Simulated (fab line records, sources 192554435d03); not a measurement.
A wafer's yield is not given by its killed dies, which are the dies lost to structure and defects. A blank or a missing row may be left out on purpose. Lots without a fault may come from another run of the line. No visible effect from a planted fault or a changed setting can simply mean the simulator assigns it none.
The tool behind it: which one? :: flow n5Finfet :: Sampling: 10 lots, 30 wafers, 5 of 1938 route steps

== WHAT THE GAUGES SHOWED, per wafer ==
N5_BEOL_M1_CD_MEAS_35: target cd 18 nm, target cd y 21 nm.
lot: L996
measured: day 9 04:59
on: cdSem-01
cdNm (nm): 17.8 17.7 17.1

lot: L100
measured: day 9 09:01
on: cdSem-01
cdNm (nm): 18.8 18.5 19.1

lot: L997
measured: day 9 09:08
on: cdSem-02
cdNm (nm): 18.2 18.1 17.5

lot: L102
measured: day 9 12:24
on: cdSem-01
cdNm (nm): 18.5 18.2 18.1

lot: L999
measured: day 9 14:02
on: cdSem-03
cdNm (nm): 17.3 17.4 17.1

lot: L103
measured: day 10 09:29
on: cdSem-03
cdNm (nm): 17.8 18.1 17.3

lot: L104
measured: day 10 12:48
on: cdSem-01
cdNm (nm): 17.1 17.3 17.6

lot: L106
measured: day 10 20:09
on: cdSem-01
cdNm (nm): 17.8 17.9 17.8

lot: L108
measured: day 11 10:44
on: cdSem-01
cdNm (nm): 18.1 17.8 17.9

lot: L113
measured: day 12 07:15
on: cdSem-01
cdNm (nm): 18.3 18.2 18.6

N5_BEOL_M4_RC_MEAS_101.
lot: L996
measured: day 12 13:42
on: prober-02
DIBL_N (mV/V): 35.9 31.9 35.3
DIBL_P (mV/V): 36 31 34
IOFF_N (nA/um): 0.16 0.10 0.16
IOFF_P (nA/um): 0.18 0.13 0.17
ION_N (uA/um): 671 663 670
ION_P (uA/um): 449 451 453
SS_N (mV/dec): 71.5 69.7 70.8
SS_P (mV/dec): 74.0 72.0 72.7
VT_N (mV): 248 252 246
VT_P (mV): -250 -256 -255

lot: L100
measured: day 13 15:51
on: prober-01
DIBL_N (mV/V): 33.8 34.2 34.2
DIBL_P (mV/V): 34 34 34
IOFF_N (nA/um): 0.16 0.14 0.15
IOFF_P (nA/um): 0.22 0.21 0.21
ION_N (uA/um): 667 662 684
ION_P (uA/um): 462 460 474
SS_N (mV/dec): 71.5 71.5 71.1
SS_P (mV/dec): 73.0 72.4 73.1
VT_N (mV): 248 250 248
VT_P (mV): -248 -249 -249

lot: L997
measured: day 13 23:03
on: prober-02
DIBL_N (mV/V): 37.8 42.2 36.9
DIBL_P (mV/V): 38 44 37
IOFF_N (nA/um): 0.18 0.31 0.17
IOFF_P (nA/um): 0.23 0.34 0.22
ION_N (uA/um): 684 692 694
ION_P (uA/um): 470 471 468
SS_N (mV/dec): 72.6 73.7 71.5
SS_P (mV/dec): 73.9 76.2 73.5
VT_N (mV): 251 243 246
VT_P (mV): -250 -247 -250

lot: L102
measured: day 13 09:17
on: prober-02
DIBL_N (mV/V): 34.9 35.4 34.2
DIBL_P (mV/V): 35 33 33
IOFF_N (nA/um): 0.13 0.13 0.11
IOFF_P (nA/um): 0.20 0.17 0.15
ION_N (uA/um): 682 662 648
ION_P (uA/um): 472 458 444
SS_N (mV/dec): 71.0 71.3 70.2
SS_P (mV/dec): 73.2 72.0 72.0
VT_N (mV): 253 251 257
VT_P (mV): -250 -255 -256

lot: L999
measured: day 14 01:37
on: prober-01
DIBL_N (mV/V): 31.5 30.9 30.0
DIBL_P (mV/V): 30 30 29
IOFF_N (nA/um): 0.09 0.09 0.09
IOFF_P (nA/um): 0.14 0.14 0.13
ION_N (uA/um): 645 657 653
ION_P (uA/um): 446 456 455
SS_N (mV/dec): 70.8 69.4 69.6
SS_P (mV/dec): 72.5 71.8 71.3
VT_N (mV): 257 254 256
VT_P (mV): -254 -252 -255

lot: L103
measured: day 15 08:49
on: prober-02
DIBL_N (mV/V): 37.5 32.3 33.1
DIBL_P (mV/V): 37 30 31
IOFF_N (nA/um): 0.18 0.11 0.11
IOFF_P (nA/um): 0.23 0.14 0.15
ION_N (uA/um): 666 656 658
ION_P (uA/um): 457 448 453
SS_N (mV/dec): 72.6 70.9 71.1
SS_P (mV/dec): 73.9 71.3 72.1
VT_N (mV): 248 255 252
VT_P (mV): -250 -256 -254

lot: L104
measured: day 15 11:49
on: prober-02
DIBL_N (mV/V): 36.9 38.7 39.8
DIBL_P (mV/V): 34 37 37
IOFF_N (nA/um): 0.16 0.19 0.22
IOFF_P (nA/um): 0.20 0.24 0.24
ION_N (uA/um): 689 693 688
ION_P (uA/um): 470 472 465
SS_N (mV/dec): 70.9 71.8 71.8
SS_P (mV/dec): 72.9 74.2 73.6
VT_N (mV): 249 243 243
VT_P (mV): -247 -245 -247

lot: L106
measured: day 14 17:44
on: prober-01
DIBL_N (mV/V): 31.4 37.2 36.4
DIBL_P (mV/V): 30 36 35
IOFF_N (nA/um): 0.09 0.19 0.16
IOFF_P (nA/um): 0.13 0.20 0.19
ION_N (uA/um): 645 672 668
ION_P (uA/um): 446 462 458
SS_N (mV/dec): 69.8 71.5 71.4
SS_P (mV/dec): 72.4 73.5 73.7
VT_N (mV): 255 247 250
VT_P (mV): -258 -249 -254

lot: L108
measured: day 15 19:40
on: prober-02
DIBL_N (mV/V): 36.0 34.3 38.8
DIBL_P (mV/V): 35 33 39
IOFF_N (nA/um): 0.16 0.15 0.24
IOFF_P (nA/um): 0.22 0.20 0.29
ION_N (uA/um): 669 670 688
ION_P (uA/um): 460 459 464
SS_N (mV/dec): 71.3 71.2 72.0
SS_P (mV/dec): 72.8 72.3 73.4
VT_N (mV): 248 248 243
VT_P (mV): -247 -248 -247

lot: L113
measured: day 17 10:15
on: prober-01
DIBL_N (mV/V): 37.5 40.1 37.4
DIBL_P (mV/V): 39 42 38
IOFF_N (nA/um): 0.20 0.24 0.19
IOFF_P (nA/um): 0.25 0.29 0.24
ION_N (uA/um): 683 679 681
ION_P (uA/um): 463 461 466
SS_N (mV/dec): 72.7 72.7 72.0
SS_P (mV/dec): 73.3 74.2 73.7
VT_N (mV): 246 246 247
VT_P (mV): -248 -248 -247

== WHICH TOOL RAN EACH LOT (tool, then ch and the chambers of the sampled wafers, then the start) ==
lot: L996
N5_BEOL_M1_STRIP_36: rieDiel-06 ch 1,2,3, day 9 04:38
N5_BEOL_M1_DEGAS_44: pvdSputter-02, day 9 05:56
N5_BEOL_M1_CVD_47: cvdCo-02 ch 0,2, day 9 06:21

lot: L100
N5_BEOL_M1_STRIP_36: rieDiel-05 ch 1,3, day 9 08:39
N5_BEOL_M1_DEGAS_44: pvdSputter-01, day 9 09:19
N5_BEOL_M1_CVD_47: cvdCo-01 ch 0,1,2, day 9 09:48

lot: L997
N5_BEOL_M1_STRIP_36: rieDiel-06 ch 0,1,2, day 9 08:41
N5_BEOL_M1_DEGAS_44: pvdSputter-02, day 9 09:20
N5_BEOL_M1_CVD_47: cvdCo-02 ch 1,2, day 9 09:56

lot: L102
N5_BEOL_M1_STRIP_36: rieDiel-05 ch 1,2,3, day 9 12:02
N5_BEOL_M1_DEGAS_44: pvdSputter-01, day 9 12:41
N5_BEOL_M1_CVD_47: cvdCo-02 ch 0,1,2, day 9 13:14

lot: L999
N5_BEOL_M1_STRIP_36: rieDiel-02 ch 1,2,3, day 9 13:41
N5_BEOL_M1_DEGAS_44: pvdSputter-03, day 9 14:54
N5_BEOL_M1_CVD_47: cvdCo-01 ch 0,1, day 9 15:35

lot: L103
N5_BEOL_M1_STRIP_36: rieDiel-02 ch 1,2,3, day 10 09:02
N5_BEOL_M1_DEGAS_44: pvdSputter-01, day 10 09:53
N5_BEOL_M1_CVD_47: cvdCo-02 ch 0,1, day 10 12:17

lot: L104
N5_BEOL_M1_STRIP_36: rieDiel-05 ch 0,2,3, day 10 12:27
N5_BEOL_M1_DEGAS_44: pvdSputter-02, day 10 12:50
N5_BEOL_M1_CVD_47: cvdCo-01 ch 0,1,2, day 10 13:20

lot: L106
N5_BEOL_M1_STRIP_36: rieDiel-02 ch 0,3, day 10 19:47
N5_BEOL_M1_DEGAS_44: pvdSputter-02, day 10 20:17
N5_BEOL_M1_CVD_47: cvdCo-01 ch 1,2, day 10 22:35

lot: L108
N5_BEOL_M1_STRIP_36: rieDiel-02 ch 1,3, day 11 10:23
N5_BEOL_M1_DEGAS_44: pvdSputter-01, day 11 10:46
N5_BEOL_M1_CVD_47: cvdCo-02 ch 0,1,2, day 11 11:28

lot: L113
N5_BEOL_M1_STRIP_36: rieDiel-05 ch 0,1, day 12 06:54
N5_BEOL_M1_DEGAS_44: pvdSputter-02, day 12 07:53
N5_BEOL_M1_CVD_47: cvdCo-01 ch 0,1,2, day 12 08:37
- N5_BEOL_M1_STRIP_36: strips in N2/H2.
- N5_BEOL_M1_DEGAS_44: time 60 s.
- N5_BEOL_M1_CVD_47: deposits Co from CCTBA/H2, target thk 3 nm, time 223.8 s.

== AS READ BY THE TOOLS THEMSELVES (means over the sampled wafers that have a number; for cases with no such wafer, the mark the record gives instead) ==
N5_BEOL_M1_STRIP_36.
lot: L996
tool: rieDiel-06
drypumpMotorCurrentA (A): 5.7
oesProductAu (a.u.): 0.82
powerW (W): 448.7
rfVppV (V): 59.4
showerheadPlenumPTorr (Torr): 2.58
throttleValvePct (%): 23.4

lot: L100
tool: rieDiel-05
drypumpMotorCurrentA (A): 5.7
oesProductAu (a.u.): 0.71
powerW (W): 449.4
rfVppV (V): 59.3
showerheadPlenumPTorr (Torr): 2.50
throttleValvePct (%): 23.6

lot: L997
tool: rieDiel-06
drypumpMotorCurrentA (A): 5.6
oesProductAu (a.u.): 0.76
powerW (W): 450.8
rfVppV (V): 60.2
showerheadPlenumPTorr (Torr): 2.57
throttleValvePct (%): 23.6

lot: L102
tool: rieDiel-05
drypumpMotorCurrentA (A): 5.8
oesProductAu (a.u.): 0.73
powerW (W): 450.6
rfVppV (V): 59.2
showerheadPlenumPTorr (Torr): 2.58
throttleValvePct (%): 23.8

lot: L999
tool: rieDiel-02
drypumpMotorCurrentA (A): 5.7
oesProductAu (a.u.): 0.80
powerW (W): 451.4
rfVppV (V): 59.3
showerheadPlenumPTorr (Torr): 2.59
throttleValvePct (%): 23.9

lot: L103
tool: rieDiel-02
drypumpMotorCurrentA (A): 5.7
oesProductAu (a.u.): 0.79
powerW (W): 449.8
rfVppV (V): 59.0
showerheadPlenumPTorr (Torr): 2.59
throttleValvePct (%): 23.8

lot: L104
tool: rieDiel-05
drypumpMotorCurrentA (A): 5.6
oesProductAu (a.u.): 0.74
powerW (W): 450.0
rfVppV (V): 59.3
showerheadPlenumPTorr (Torr): 2.51
throttleValvePct (%): 23.8

lot: L106
tool: rieDiel-02
drypumpMotorCurrentA (A): 5.1
oesProductAu (a.u.): 0.74
powerW (W): 450.9
rfVppV (V): 59.7
showerheadPlenumPTorr (Torr): 2.41
throttleValvePct (%): 24.3

lot: L108
tool: rieDiel-02
drypumpMotorCurrentA (A): 6.2
oesProductAu (a.u.): 0.81
powerW (W): 450.9
rfVppV (V): 59.1
showerheadPlenumPTorr (Torr): 2.60
throttleValvePct (%): 23.8

lot: L113
tool: rieDiel-05
drypumpMotorCurrentA (A): 5.2
oesProductAu (a.u.): 0.70
powerW (W): 450.5
rfVppV (V): 59.6
showerheadPlenumPTorr (Torr): 2.48
throttleValvePct (%): 23.8

N5_BEOL_M1_DEGAS_44.
lot: L996
tool: pvdSputter-02
heaterPowerW (W): 303

lot: L100
tool: pvdSputter-01
heaterPowerW (W): 322

lot: L997
tool: pvdSputter-02
heaterPowerW (W): 296

lot: L102
tool: pvdSputter-01
heaterPowerW (W): 325

lot: L999
tool: pvdSputter-03
heaterPowerW (W): 303

lot: L103
tool: pvdSputter-01
heaterPowerW (W): 336

lot: L104
tool: pvdSputter-02
heaterPowerW (W): 290

lot: L106
tool: pvdSputter-02
heaterPowerW (W): 284

lot: L108
tool: pvdSputter-01
heaterPowerW (W): 339

lot: L113
tool: pvdSputter-02
heaterPowerW (W): 313

N5_BEOL_M1_CVD_47.
lot: L996
tool: cvdCo-02
runLengthS (s): 246.3

lot: L100
tool: cvdCo-01
runLengthS (s): 246.8

lot: L997
tool: cvdCo-02
runLengthS (s): 246.8

lot: L102
tool: cvdCo-02
runLengthS (s): 246.4

lot: L999
tool: cvdCo-01
runLengthS (s): 246.4

lot: L103
tool: cvdCo-02
runLengthS (s): 149.2

lot: L104
tool: cvdCo-01
runLengthS (s): 247.0

lot: L106
tool: cvdCo-01
runLengthS (s): 246.5

lot: L108
tool: cvdCo-02
runLengthS (s): 149.2

lot: L113
tool: cvdCo-01
runLengthS (s): 246.7

== THE ANSWER, worked out from the rows above alone ==
Rule: what is usual is taken from the lots themselves. Put in order of their means at a reading, lots are off if they are a third of the lots or fewer, leave a main group of 4 or more, and stand apart from it by a gap of 3 or more times the standard deviation of the main group's means; of several such gaps the widest counts. A main group is skipped when, at the precision printed for the reading in the tables above, its means are all equal. Also off: a lot with no number at a reading for which 4 or more lots have one. The other lots that the step has rows for count as sound. Order of review: gauges by route order, followed by the tools' own readings, for which a lot's mean as printed above is used. At the first step where some lot is off, the reading lying furthest off is the one used; lots without a number count as furthest.
Off at N5_BEOL_M1_CVD_47 (runLengthS): L103, L108. The main group has a mean of 246.6 s with a standard deviation of 0.23.
If a tool, at that step or one of the process steps before it, ran each lot that is off and ran no sound lot following the first of them, it fits. Can't be told from this: 2 tools fit, pvdSputter-01 at N5_BEOL_M1_DEGAS_44, cvdCo-02 at N5_BEOL_M1_CVD_47.

== WHAT THE SIMULATOR PUT IN ==
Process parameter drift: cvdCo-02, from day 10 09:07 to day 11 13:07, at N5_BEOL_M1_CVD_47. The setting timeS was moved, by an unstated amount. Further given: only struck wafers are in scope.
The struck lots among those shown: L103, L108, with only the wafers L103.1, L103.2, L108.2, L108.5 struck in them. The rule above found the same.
